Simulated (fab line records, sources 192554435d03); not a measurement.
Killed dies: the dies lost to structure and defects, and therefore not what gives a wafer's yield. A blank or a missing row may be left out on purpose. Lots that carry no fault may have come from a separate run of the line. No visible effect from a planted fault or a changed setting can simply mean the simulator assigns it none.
What tool caused it? ; flow n5 finfet ; at 1 step of a route of 1938, 24 lots with 72 wafers sampled

WHAT THE GAUGES SHOWED, per wafer
N5_BEOL_M2_OVL_MEAS_29. Usual: V1_OVL 0.5 nm, standard deviation 0.75.
lot;measured;on;V1_OVL (nm);flag
L075;day 7 13:49;overlay-02;0.2 -0.6 0.8;
L074;day 7 16:41;overlay-01;1.8 1.3 1.1;
L077;day 7 18:56;overlay-01;1.2 0.6 0.3;
L078;day 7 19:16;overlay-02;0.6 0.3 0.4;
L079;day 8 09:40;overlay-01;-0.4 0.1 0.2;
L076;day 8 09:43;overlay-02;0.6 1.3 1.1;
L080;day 8 14:06;overlay-02;1.3 0.7 1.5;
L081;day 8 15:26;overlay-01;0.5 1.3 1.8;
L082;day 8 23:16;overlay-01;1.6 0.4 -0.4;
L083;day 9 01:46;overlay-02;-0.5 0.4 -0.2;
L084;day 9 04:32;overlay-02;0.5 -0.6 -0.2;
L085;day 9 11:56;overlay-01;-0.4 0.8 0.2;
L086;day 9 16:06;overlay-01;0.6 -0.2 -0.1;
L087;day 10 04:22;overlay-01;0.5 1.1 -0.3;
L088;day 10 04:48;overlay-01;0.4 0.2 1.7;
L089;day 10 13:44;overlay-01;1.1 0.8 0.5;
L090;day 10 18:11;overlay-01;0.3 -0.1 0.2;
L091;day 11 05:10;overlay-02;0.8 0.0 0.8;
L093;day 11 08:10;overlay-01;0.2 -0.3 -0.4;
L092;day 11 09:56;overlay-02;1.3 0.6 0.3;
L094;day 11 15:14;overlay-02;-1.1 -0.3 -0.5;
L096;day 11 23:14;overlay-02;0.8 1.0 1.5;
L095;day 12 01:27;overlay-01;0.6 -0.1 -0.2;
L097;day 12 08:29;overlay-01;-0.1 0.3 0.6;

TOOL THAT RAN EACH LOT (tool first, then ch and the chambers of the sampled wafers, then the start)
Before these readings, the record contains no process step.

WHAT THE TOOLS THEMSELVES READ (means of the sampled wafers that have a number; where no wafer has one, the mark that the record gives instead)
The record holds no such reading with a usual standard deviation.

THE ANSWER, worked out from the rows above alone
Rule: a lot counts as off when the mean over its wafers that have a number is more than 3 standard deviations away from the usual mean. A lot without any number at a reading at which 4 lots or more have one is off too. Where the step has rows for the other lots, those lots are counted as sound. First the gauges in route order, then the tools' own readings, where a lot's mean is used as printed above. At the first step where some lot is off, the reading lying furthest off is the one used; lots without a number count as furthest.
Nothing can be told from this: no lot is off at any reading shown.

WHAT THE SIMULATOR HAD INSERTED
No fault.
